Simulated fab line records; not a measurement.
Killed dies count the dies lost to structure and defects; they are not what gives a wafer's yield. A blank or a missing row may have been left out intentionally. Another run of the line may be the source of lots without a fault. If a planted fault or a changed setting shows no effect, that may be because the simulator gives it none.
fab line records ; flow n5_finfet
record: lots: 9; wafers: 24; last_day: 19
route steps=1938 shown BEOL_M1@794 BEOL_M4@1111 PASSIVATION@1936
lots untouched by any fault: they come from a run of this same line in which no faults occurred
start_h: the number of hours between the record's first day and the start of the first shown wafer of the lot ; wait_h: hours from the lot's prior step to this one ; " repeats the value in the row above ; L1.1+2: several wafers, shown together as one row ; - value missing, or start not given ; * or withheld: withheld ; < > ~ a bound
route shown NAME@n: names a module that has steps shown in the file, with the first one's number in the route ; usual: mean and standard deviation over wafers with no fault ; same: alike in all rows ; chamber/n: place in a boat ; sites: each site's reading ; _std_site: their standard deviation ; _edge_site: the outer-site mean with the inner-site mean subtracted ; radius_mm: how far each site lies from the wafer's centre ; mask NAME#n: copy n ; behind: the most recent tool/chamber to have shaped the wafer ; hold: the reason the lot was held/the length of the hold in hours/how it ended ; device: the transistor (n, p or np) that didn't switch ; end of line: the tests these same wafers got at the end of their route ; a step given without rows: its recipe and nothing more ; killed: dies that structure and defects cost at the first sort, which is not the same as the wafer's yield ; map: dies across one wafer; x = killed, . = not, _ = none there
set.NAME: the setting that was run; set.NAME@STEP: the one run at that earlier step ; model.NAME: the simulator's own value behind a step, which no gauge read
route steps across a sampled set of lots; one table per step, one row per wafer
services: from which hour (start_h, from the record's first day; less than 0 if before it) a tool's chamber was out of use, for how many hours, and why
== steps ==
step: N5_BEOL_M1_ETCH_70
recipe: chemistry: N2/H2; target: SOC; target_depth_a: 800; overetch_a: 160; mask_material: SiARC; temp_c: 40; time_s: 120; ion_energy_ev: 200; pressure_mtorr: 30; source_w: 840; bias_w: 150; n2_flow_sccm: 200; h2_flow_sccm: 200
usual: bias_w: 150.0/0.42; chamber_pressure_mTorr: 30.002/0.028; drypump_motor_current_A: 5.78/0.21; oes_product_au: 0.62/0.06; rf_fwd_power_W: 836.1/2.8; rf_vpp_V: 524.1/2.1; showerhead_plenum_p_Torr: 2.55/0.072; throttle_valve_pct: 17.7/0.37
lot.wafer;tool;chamber;start_h;wait_h;bias_w;chamber_pressure_mTorr;drypump_motor_current_A;oes_product_au;rf_fwd_power_W;rf_hours_counter_h;rf_vpp_V;showerhead_plenum_p_Torr;throttle_valve_pct
L283.3;rie_diel-01;2;134.39;0.0;149.3;29.997;5.69;0.55;834.7;196;525.3;2.64;18.1
L283.4;rie_diel-01;0;134.39;0.0;150.4;29.973;5.66;0.65;833.7;50;521.7;2.48;17.3
L284.1;rie_diel-01;1;159.38;0.0;149.6;30.005;6.13;0.65;835.0;61;525.4;2.59;17.9
L284.5;rie_diel-01;2;159.38;0.0;150.8;29.971;5.68;0.55;835.7;-;525.9;2.64;18.1
L284.6;rie_diel-01;0;159.38;0.0;151.0;30.034;5.66;0.65;837.5;-;521.8;2.47;17.3
L285.1;rie_diel-01;1;165.91;0.0;149.7;29.977;6.11;0.64;838.7;64;524.5;2.59;17.9
L285.5;rie_diel-01;2;165.91;0.0;149.8;29.980;5.65;0.55;836.2;-;525.4;2.64;18.1
L289.1;rie_diel-01;0;192.50;0.0;149.6;29.969;5.66;0.63;835.1;69;522.5;2.47;17.3
L289.2;rie_diel-01;1;192.50;0.0;150.2;29.990;6.13;0.64;834.9;71;524.5;2.59;17.9
L289.4;rie_diel-01;1;192.50;0.0;149.8;29.978;6.12;0.63;836.3;-;522.6;2.59;17.9
L295.4;rie_diel-05;1;215.96;0.0;-;-;-;-;-;-;-;-;-
L295.5;rie_diel-05;0;215.96;0.0;-;-;-;-;-;-;-;-;-
L295.6;rie_diel-05;3;215.96;0.0;-;-;-;-;-;-;-;-;-
L297.1;rie_diel-01;2;227.03;0.0;-;-;-;-;-;-;-;-;-
L297.3;rie_diel-01;3;227.03;0.0;-;-;-;-;-;-;-;-;-
L297.5;rie_diel-01;2;227.03;0.0;-;-;-;-;-;-;-;-;-
L303.1;rie_diel-01;3;262.56;0.0;150.2;30.006;5.84;0.68;841.1;24;526.4;2.56;17.2
L303.5;rie_diel-01;2;262.56;0.0;150.0;30.042;5.69;0.54;836.0;-;526.3;2.63;18.2
L303.6;rie_diel-01;3;262.56;0.0;149.5;30.019;5.84;0.68;837.6;-;525.1;2.56;17.2
L304.3;rie_diel-01;1;265.82;0.0;149.3;29.986;6.14;0.63;835.4;87;523.9;2.58;18.0
L304.5;rie_diel-01;1;265.82;0.0;149.0;30.027;6.12;0.62;834.2;-;526.9;2.58;18.0
L304.6;rie_diel-01;2;265.82;0.0;149.7;30.047;5.67;0.53;839.6;-;525.4;2.63;18.2
L305.1;rie_diel-05;3;274.46;0.0;150.4;29.977;5.75;0.61;832.9;113;522.1;2.46;17.5
L305.4;rie_diel-05;2;274.46;0.0;149.5;29.991;5.64;0.75;836.6;2;521.8;2.50;17.7
step: N5_BEOL_M1_VIA_ETCH_34
recipe: chemistry: C4F6/O2; target_depth_a: 678; mask_material: SOC; pressure_mtorr: 15; ion_energy_ev: 250; taper_deg: 4; time_s: 64.4; source_w: 350; bias_w: 170; Ar_flow_sccm: 300; C4F6_flow_sccm: 10; O2_flow_sccm: 10
usual: C4F6_flow_sccm: 10.00/0.031; O2_flow_sccm: 10.01/0.031; drypump_motor_current_A: 5.77/0.21; oes_product_au: 0.80/0.083; rf_fwd_power_W: 347.2/1.2; rf_vpp_V: 660/12; showerhead_plenum_p_Torr: 2.86/0.076; throttle_valve_pct: 30.7/0.33
lot.wafer;tool;chamber;start_h;wait_h;C4F6_flow_sccm;O2_flow_sccm;drypump_motor_current_A;oes_product_au;rf_fwd_power_W;rf_hours_counter_h;rf_vpp_V;showerhead_plenum_p_Torr;throttle_valve_pct
L283.3;rie_diel-01;2;134.50;0.0;10.00;10.03;5.65;0.72;347.7;196;657;2.94;31.0
L283.4;rie_diel-01;0;134.50;0.0;9.98;10.01;5.67;0.85;348.2;50;661;2.79;30.2
L284.1;rie_diel-01;1;159.48;0.0;9.99;10.05;6.08;0.85;346.5;61;679;2.90;30.9
L284.5;rie_diel-01;2;159.48;0.0;10.03;10.00;5.66;0.72;347.1;-;657;2.93;31.0
L284.6;rie_diel-01;0;159.48;0.0;10.00;10.04;5.63;0.84;347.1;-;659;2.78;30.2
L285.1;rie_diel-01;1;166.01;0.0;10.01;10.01;6.11;0.84;349.7;64;681;2.90;30.9
L285.5;rie_diel-01;2;166.01;0.0;10.02;10.00;5.67;0.71;348.4;-;657;2.93;31.0
L289.1;rie_diel-01;0;192.60;0.0;9.99;10.01;5.67;0.83;346.7;69;660;2.78;30.2
L289.2;rie_diel-01;1;192.60;0.0;9.98;10.02;6.14;0.84;351.3;71;682;2.90;30.9
L289.4;rie_diel-01;1;192.60;0.0;10.02;9.97;6.13;0.84;349.1;-;680;2.90;30.9
L295.4;rie_diel-05;1;216.07;0.0;9.96;10.02;5.19;0.27;344.4;183;670;2.70;30.8
L295.5;rie_diel-05;0;216.07;0.0;10.00;10.01;5.78;0.27;348.8;-;652;2.80;30.4
L295.6;rie_diel-05;3;216.07;0.0;10.02;10.01;5.77;0.31;347.2;-;668;2.75;30.3
L297.1;rie_diel-01;2;227.13;0.0;10.04;9.97;5.67;0.27;347.4;220;655;2.93;30.9
L297.3;rie_diel-01;3;227.13;0.0;9.98;10.00;5.85;0.34;347.7;13;642;2.91;30.4
L297.5;rie_diel-01;2;227.13;0.0;9.99;9.94;5.66;0.27;347.6;-;658;2.93;30.9
L303.1;rie_diel-01;3;262.66;0.0;9.99;10.05;5.85;0.90;347.2;24;642;2.91;30.5
L303.5;rie_diel-01;2;262.66;0.0;10.00;9.96;5.67;0.69;349.6;-;656;2.92;31.0
L303.6;rie_diel-01;3;262.66;0.0;10.01;10.08;5.83;0.89;346.5;-;642;2.91;30.5
L304.3;rie_diel-01;1;265.92;0.0;10.07;10.01;6.11;0.81;348.8;88;680;2.89;30.9
L304.5;rie_diel-01;1;265.92;0.0;10.02;10.00;6.08;0.81;348.1;-;681;2.89;30.9
L304.6;rie_diel-01;2;265.92;0.0;10.01;9.94;5.67;0.69;348.5;-;657;2.92;31.0
L305.1;rie_diel-05;3;274.56;0.0;10.01;10.02;5.77;0.81;344.9;113;669;2.75;30.4
L305.4;rie_diel-05;2;274.56;0.0;9.99;10.02;5.66;0.98;347.2;2;648;2.79;30.7
step: N5_BEOL_M1_TRENCH_ETCH_37
recipe: chemistry: C4F6/O2; target_depth_a: 552.07; target: SiOC; time_s: 29; ion_energy_ev: 250; pressure_mtorr: 30; source_w: 355; bias_w: 185; Ar_flow_sccm: 300; C4F6_flow_sccm: 10; O2_flow_sccm: 10
usual: C4F6_flow_sccm: 9.995/0.027; O2_flow_sccm: 10.006/0.026; drypump_motor_current_A: 5.78/0.21; oes_product_au: 0.80/0.082; rf_fwd_power_W: 350.2/1.4; rf_vpp_V: 659/13; showerhead_plenum_p_Torr: 2.86/0.076; throttle_valve_pct: 20.79/0.28
lot.wafer;tool;chamber;start_h;wait_h;C4F6_flow_sccm;O2_flow_sccm;drypump_motor_current_A;oes_product_au;rf_fwd_power_W;rf_hours_counter_h;rf_vpp_V;showerhead_plenum_p_Torr;throttle_valve_pct
L283.3;rie_diel-01;2;-;-;9.986;9.993;5.68;0.71;351.7;196;655;2.94;21.07
L283.4;rie_diel-01;0;-;-;10.026;10.000;5.70;0.85;348.7;50;659;2.79;20.41
L284.1;rie_diel-01;1;-;-;10.021;10.006;6.11;0.85;351.8;61;681;2.91;20.95
L284.5;rie_diel-01;2;-;-;9.958;9.995;5.67;0.72;351.0;-;657;2.94;21.08
L284.6;rie_diel-01;0;-;-;10.008;9.990;5.72;0.84;348.3;-;659;2.79;20.43
L285.1;rie_diel-01;1;-;-;10.008;9.967;6.11;0.84;350.5;64;680;2.91;20.94
L285.5;rie_diel-01;2;-;-;10.002;10.008;5.68;0.71;351.3;-;656;2.94;21.07
L289.1;rie_diel-01;0;-;-;9.948;10.029;5.69;0.83;349.2;69;659;2.79;20.43
L289.2;rie_diel-01;1;-;-;9.954;10.026;6.14;0.84;351.9;71;680;2.90;20.95
L289.4;rie_diel-01;1;-;-;9.993;9.988;6.11;0.85;351.3;-;679;2.90;20.97
L295.4;rie_diel-05;1;-;-;10.024;9.991;5.16;0.71;348.3;183;670;2.71;21.09
L295.5;rie_diel-05;0;-;-;9.986;9.979;5.74;0.71;349.3;-;652;2.81;20.87
L295.6;rie_diel-05;3;-;-;10.004;10.054;5.76;0.83;351.6;-;666;2.76;20.50
L297.1;rie_diel-01;2;-;-;10.025;10.033;5.67;0.70;351.9;220;654;2.93;21.09
L297.3;rie_diel-01;3;-;-;10.001;10.017;5.85;0.92;349.2;13;641;2.92;20.55
L297.5;rie_diel-01;2;-;-;10.028;10.044;5.68;0.70;352.0;-;655;2.93;21.10
L303.1;rie_diel-01;3;-;-;10.043;10.043;5.83;0.89;348.4;24;641;2.91;20.57
L303.5;rie_diel-01;2;-;-;9.958;10.002;5.66;0.70;350.6;-;656;2.92;21.13
L303.6;rie_diel-01;3;-;-;10.030;9.997;5.84;0.89;348.6;-;641;2.91;20.55
L304.3;rie_diel-01;1;-;-;10.009;10.015;6.10;0.81;351.4;88;679;2.89;20.98
L304.5;rie_diel-01;1;-;-;10.002;10.018;6.10;0.82;352.6;-;679;2.89;20.99
L304.6;rie_diel-01;2;-;-;9.983;9.974;5.68;0.69;350.9;-;654;2.92;21.13
L305.1;rie_diel-05;3;-;-;9.983;10.022;5.77;0.82;351.3;113;667;2.75;20.51
L305.4;rie_diel-05;2;-;-;10.016;9.963;5.66;0.98;350.2;2;650;2.79;20.84
step: N5_BEOL_M1_STRIP_97
recipe: chemistry: N2/H2; time_s: 10; power_w: 450; temp_c: 40; pressure_mtorr: 20; rf_frequency_hz: 6e+07; bias_power_w: 7; n2_flow_sccm: 200; h2_flow_sccm: 200
usual: drypump_motor_current_A: 5.78/0.21; oes_product_au: 0.80/0.08; rf_vpp_V: 59.4/0.78; showerhead_plenum_p_Torr: 2.54/0.073; throttle_valve_pct: 23.5/0.43
lot.wafer;tool;chamber;start_h;wait_h;drypump_motor_current_A;oes_product_au;rf_hours_counter_h;rf_vpp_V;showerhead_plenum_p_Torr;throttle_valve_pct
L283.3;rie_diel-01;2;-;-;5.67;0.71;196;59.4;2.64;24.0
L283.4;rie_diel-01;0;-;-;5.66;0.85;50;59.2;2.47;23.0
L284.1;rie_diel-01;1;-;-;6.15;0.85;61;58.7;2.59;23.8
L284.5;rie_diel-01;2;-;-;5.66;0.71;-;59.1;2.64;24.0
L284.6;rie_diel-01;0;-;-;5.66;0.84;-;59.3;2.47;23.0
L285.1;rie_diel-01;1;-;-;6.11;0.84;64;60.1;2.59;23.8
L285.5;rie_diel-01;2;-;-;5.67;0.71;-;58.6;2.64;24.0
L289.1;rie_diel-01;0;-;-;5.67;0.81;69;58.6;2.46;23.0
L289.2;rie_diel-01;1;-;-;6.09;0.82;71;60.0;2.59;23.8
L289.4;rie_diel-01;1;-;-;6.08;0.83;-;59.7;2.59;23.8
L295.4;rie_diel-05;1;-;-;5.19;0.69;183;59.2;2.40;23.5
L295.5;rie_diel-05;0;-;-;5.79;0.72;-;60.1;2.51;23.4
L295.6;rie_diel-05;3;-;-;5.75;0.82;-;58.2;2.46;23.3
L297.1;rie_diel-01;2;-;-;5.66;0.70;220;60.2;2.63;24.0
L297.3;rie_diel-01;3;-;-;5.84;0.91;13;58.6;2.56;22.9
L297.5;rie_diel-01;2;-;-;5.65;0.69;-;59.6;2.63;24.0
L303.1;rie_diel-01;3;-;-;5.83;0.87;25;60.0;2.56;23.0
L303.5;rie_diel-01;2;-;-;5.66;0.69;-;59.9;2.62;24.0
L303.6;rie_diel-01;3;-;-;5.86;0.88;-;60.2;2.56;22.9
L304.3;rie_diel-01;1;-;-;6.09;0.82;88;59.1;2.58;23.8
L304.5;rie_diel-01;1;-;-;6.11;0.82;-;58.7;2.58;23.8
L304.6;rie_diel-01;2;-;-;5.69;0.68;-;58.2;2.62;24.0
L305.1;rie_diel-05;3;-;-;5.78;0.80;113;59.7;2.46;23.4
L305.4;rie_diel-05;2;-;-;5.64;1.00;2;58.4;2.49;23.5
step: N5_BEOL_M4_RC_MEAS_101
usual: DIBL_N: 36.4/2.2; DIBL_P: 36.3/2.5; IOFF_N: 0.17/0.052; IOFF_P: 0.23/0.049; ION_N: 674/17; ION_P: 464/11; SS_N: 71.7/0.98; SS_P: 73.3/0.84; VT_N: 250/4; VT_P: -249/3.8
lot.wafer;tool;chamber;start_h;wait_h;DIBL_N[mV/V];DIBL_P[mV/V];IOFF_N[nA/um];IOFF_P[nA/um];ION_N[uA/um];ION_P[uA/um];SS_N[mV/dec];SS_P[mV/dec];VT_N[mV];VT_P[mV]
L283.3;prober-01;0;186.41;0.3;36.5;36.3;0.15;0.22;686;466;71.0;72.7;247;-249
L283.4;prober-01;0;186.41;0.3;34.8;33.8;0.11;0.18;627;440;71.2;73.0;259;-257
L285.1;prober-02;0;228.12;0.0;37.2;36.4;0.19;0.25;657;448;73.0;74.4;248;-247
L285.5;prober-02;0;228.12;0.0;38.7;39.8;0.22;0.33;654;455;72.3;75.3;247;-245
L284.1;prober-02;0;239.10;0.0;37.6;38.8;0.21;0.33;691;477;71.3;73.8;246;-242
L284.5;prober-02;0;239.10;0.0;36.1;35.6;0.16;0.25;686;481;71.6;73.1;251;-244
L284.6;prober-02;0;239.10;0.0;33.2;33.2;0.12;0.21;656;464;70.8;72.4;256;-247
L289.1;prober-02;0;247.49;0.0;35.6;35.1;0.13;0.18;666;454;71.5;73.4;254;-254
L289.2;prober-02;0;247.49;0.0;37.0;36.9;0.18;0.21;692;466;71.9;73.4;247;-249
L289.4;prober-02;0;247.49;0.0;36.9;38.0;0.17;0.23;677;465;70.9;74.2;249;-249
L303.1;prober-02;0;331.96;0.0;35.2;34.1;0.15;0.20;683;464;71.3;72.3;249;-251
L303.5;prober-02;0;331.96;0.0;35.0;34.6;0.14;0.20;675;466;71.2;72.1;251;-250
L303.6;prober-02;0;331.96;0.0;36.6;36.3;0.17;0.23;689;470;72.5;73.7;249;-249
L304.3;prober-01;0;348.84;0.3;35.3;35.1;0.15;0.21;679;470;71.6;73.5;252;-248
L304.5;prober-01;0;348.84;0.3;37.2;37.3;0.19;0.24;687;470;71.8;73.9;247;-249
L304.6;prober-01;0;348.84;0.3;32.0;30.7;0.11;0.16;676;470;69.8;72.2;255;-253
L305.1;prober-01;0;349.46;0.7;33.5;34.5;0.12;0.19;652;459;71.2;72.9;255;-249
L305.4;prober-01;0;349.46;0.7;34.1;34.9;0.14;0.20;674;470;70.4;71.8;248;-249
step: N5_PASSIVATION_PROBE_49
usual: defect_limited_yield: 91.2/1.4; killed_at_M0_to_M3: 34/9.3; killed_at_M4_up: 14/5.9; killed_at_contacts: 14/5.7; killed_at_front_end: 38/10; killed_at_other: 4/3.2; killed_dies: 104/17; killed_on_rim: 14/4; killed_open: 67/13; killed_short: 33/6.9; sort_bin_5_function: 5.2/1; sort_bin_6_memory: 3.3/0.61; sort_bin_8_speed: 0.3/1.8; sort_n_pass: 1069/52; sort_yield_pct: 91/4.4
same: gross_dies: 1180; killed_at_back_side: 0; sort_bin_4_leakage[%]: 0
lot.wafer;tool;chamber;start_h;wait_h;defect_limited_yield[%];killed_at_M0_to_M3;killed_at_M4_up;killed_at_contacts;killed_at_front_end;killed_at_other;killed_dies;killed_on_rim;killed_open;killed_short;sort_bin_5_function[%];sort_bin_6_memory[%];sort_bin_8_speed[%];sort_n_pass;sort_yield_pct[%]
L295.4;prober-02;-;398.76;0.2;0;1118;12;20;25;5;1180;152;42;23;97.5;2.0;0;0;0
L295.5;prober-02;-;398.81;0.2;0;1124;18;7;28;3;1180;152;47;26;98.1;1.7;0;0;0
L295.6;prober-02;-;398.86;0.3;0;1095;18;36;27;4;1180;152;67;27;96.4;3.5;0;0;0
L297.1;prober-02;-;416.73;0.0;0;1118;17;11;34;0;1180;152;79;32;95.8;3.9;0;0;0
L297.3;prober-02;-;416.83;0.1;0;1121;9;17;22;11;1180;152;67;39;95.9;3.8;0;0;0
L297.5;prober-02;-;416.93;0.2;0;1109;16;6;46;3;1180;152;77;40;94.7;4.5;0;0;0
killed by level:class
L295.4 BEOL_M1:area_etch=1100 MOL_CONTACT_COAG:area_etch=12 BEOL_M4:geometric_particle:open=8 FIN_SAQP:geometric_particle:short=6 MOL_CONTACT_COAG:geometric_particle:open=6 BEOL_M3:geometric_particle:open=6 FIN_SAQP:geometric_particle:open=4 GATE_CUT:geometric_particle:short=4
L295.5 BEOL_M1:area_etch=1106 STI_FIN_REVEAL:geometric_particle:open=10 BEOL_M4:geometric_particle:open=7 FIN_SAQP:geometric_particle:short=5 MOL_CONTACT_COAG:geometric_particle:open=5 BEOL_M2:geometric_particle:open=4 GATE_CUT:geometric_particle:short=3 BEOL_M0_SAQP:geometric_particle:short=3
L295.6 BEOL_M1:area_etch=1065 MOL_CONTACT_COAG:area_etch=21 MOL_CONTACT_COAG:geometric_particle:open=12 BEOL_M4:geometric_particle:open=9 BEOL_M3:geometric_particle:open=6 BEOL_M0_SAQP:geometric_particle:open=5 FIN_SAQP:geometric_particle:short=4 STI_FIN_REVEAL:geometric_particle:open=4
L297.1 BEOL_M1:area_etch=1069 STI_FIN_REVEAL:geometric_particle:open=13 BEOL_M3:geometric_particle:open=12 BEOL_M0_SAQP:geometric_particle:open=10 MOL_CONTACT_COAG:geometric_particle:open=8 BEOL_M5:geometric_particle:open=7 FIN_SAQP:geometric_particle:short=6 BEOL_M0_SAQP:geometric_particle:short=6
L297.3 BEOL_M1:area_etch=1071 MOL_CONTACT_COAG:geometric_particle:open=17 BEOL_M1:geometric_particle:open=17 BEOL_M0_SAQP:geometric_particle:short=9 BEOL_M2:geometric_particle:open=7 BEOL_M1:geometric_particle:short=6 BEOL_M4:geometric_particle:open=5 GATE_CUT:geometric_particle:short=4
L297.5 BEOL_M1:area_etch=1061 FIN_SAQP:geometric_particle:open=10 BEOL_M3:geometric_particle:open=10 STI_FIN_REVEAL:geometric_particle:open=9 BEOL_M0_SAQP:geometric_particle:short=9 BEOL_M0_SAQP:geometric_particle:open=8 BEOL_M2:geometric_particle:open=8 FIN_SAQP:geometric_particle:short=7
== services ==
tool;chamber;start_h;hours;kind
rie_diel-01;2;137.63;13.2;repair
rie_diel-01;3;145.39;3.7;repair
rie_diel-01;3;150.88;-;clean
rie_diel-01;3;150.88;-;consumable_replace:focus_ring
rie_diel-01;3;150.88;19.4;scheduled_down
rie_diel-01;3;150.88;19.4;vent_cycle
rie_diel-05;3;162.96;6.1;repair
rie_diel-05;2;176.92;13.9;repair
rie_diel-01;3;191.61;6.5;repair
rie_diel-01;1;226.27;14.9;repair
rie_diel-01;3;231.16;2.1;repair
rie_diel-01;1;243.55;4.0;repair
rie_diel-05;2;245.07;-;clean
rie_diel-05;2;245.07;-;consumable_replace:focus_ring
rie_diel-05;2;245.07;17.8;scheduled_down
rie_diel-05;2;245.07;17.8;vent_cycle
== key ==
first_sign: step: N5_BEOL_M1_ETCH_70; reading: tool_record; direction: missing
effect: step: N5_BEOL_M1_VIA_ETCH_34; reading: oes_product_au; direction: down; sigmas: 6.2; usual: 0.80; struck: 0.29
effect: step: N5_PASSIVATION_PROBE_49; reading: killed_at_M0_to_M3; direction: up; sigmas: 99+; usual: 34; struck: 1114
more_kills_born_at: N5_BEOL_M1_ETCH_70@rie_diel-05: 3271; N5_BEOL_M1_ETCH_70@rie_diel-01: 3201
met_at N5_BEOL_M1_ETCH_70
struck_lots L295,L297
later_rows_left_out L295.4,L295.5,L295.6,L297.1,L297.3,L297.5
baseline_loss: step: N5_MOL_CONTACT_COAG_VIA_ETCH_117; wafers: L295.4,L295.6
not_acting_at N5_BEOL_M1_TRENCH_ETCH_37,N5_BEOL_M1_STRIP_97
onset_between 192.50 215.96
fault: kind: skipped_step_whole; tool: rie_diel-01,rie_diel-05; chamber: -; onset_h: 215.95; steps: N5_BEOL_M1_ETCH_70; scope: struck_lots_only
later_rows_left_out: the simulator's readings of these wafers behind a module that went badly wrong aren't trusted and aren't shown, but for the sort
baseline_loss: these wafers lose ten dies or more at that step, a loss of the line's own and not of a fault; the sort's usual values leave them out
